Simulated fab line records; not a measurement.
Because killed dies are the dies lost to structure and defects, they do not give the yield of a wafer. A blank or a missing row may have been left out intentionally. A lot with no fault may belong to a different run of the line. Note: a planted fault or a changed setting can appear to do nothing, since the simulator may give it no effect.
Chamber matching -- flow n5-finfet -- pecvd-03 running N5_FIN_SAQP_PECVD_47: 3 sister chambers
The step deposits a-Si from SiH4/He, target thk 45 nm, time 36.3 s. 3 wafers are shown with their chamber, then 9 later ones without.

WAFERS, EACH WITH ITS CHAMBER
wafer,chamber,showerhead-plenum-p-Torr (Torr)
L084.4,2,5.61
L086.1,0,5.71
L086.6,1,5.66

WAFERS WHOSE CHAMBER IS MISSING
wafer,showerhead-plenum-p-Torr (Torr)
L087.1,5.59
L087.2,5.67
L087.3,5.65
L092.1,5.66
L092.2,5.59
L092.3,5.70
L093.3,5.58
L093.4,5.70
L093.6,5.59

WHICH CHAMBER EACH WENT THROUGH
wafer,from the rows above,in truth
L087.1,2,2
L087.2,can't be placed: 1 or 0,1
L087.3,can't be placed: 1 or 2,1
L092.1,1,1
L092.2,2,2
L092.3,can't be placed: 0 or 1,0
L093.3,2,2
L093.4,can't be placed: 0 or 1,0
L093.6,2,2
5 of 9 placed correctly. Cannot be placed on the basis of these rows: 4; the candidates contain the true chamber in 4. Wrongly placed: 0.
How it was worked out, from the rows above alone: a wafer's distance from a chamber is the root of the sum, over the readings, of the square of ((its reading less the chamber's mean) divided by the reading's scatter). If the next closest chamber is less than 2 further off than the closest, the wafer can't be placed; otherwise it belongs to the closest. Each chamber's mean is taken over the wafers shown for it. The scatter: with one shown wafer a chamber, the root of the mean of the squares of how far each hidden wafer lies from its nearest shown one.
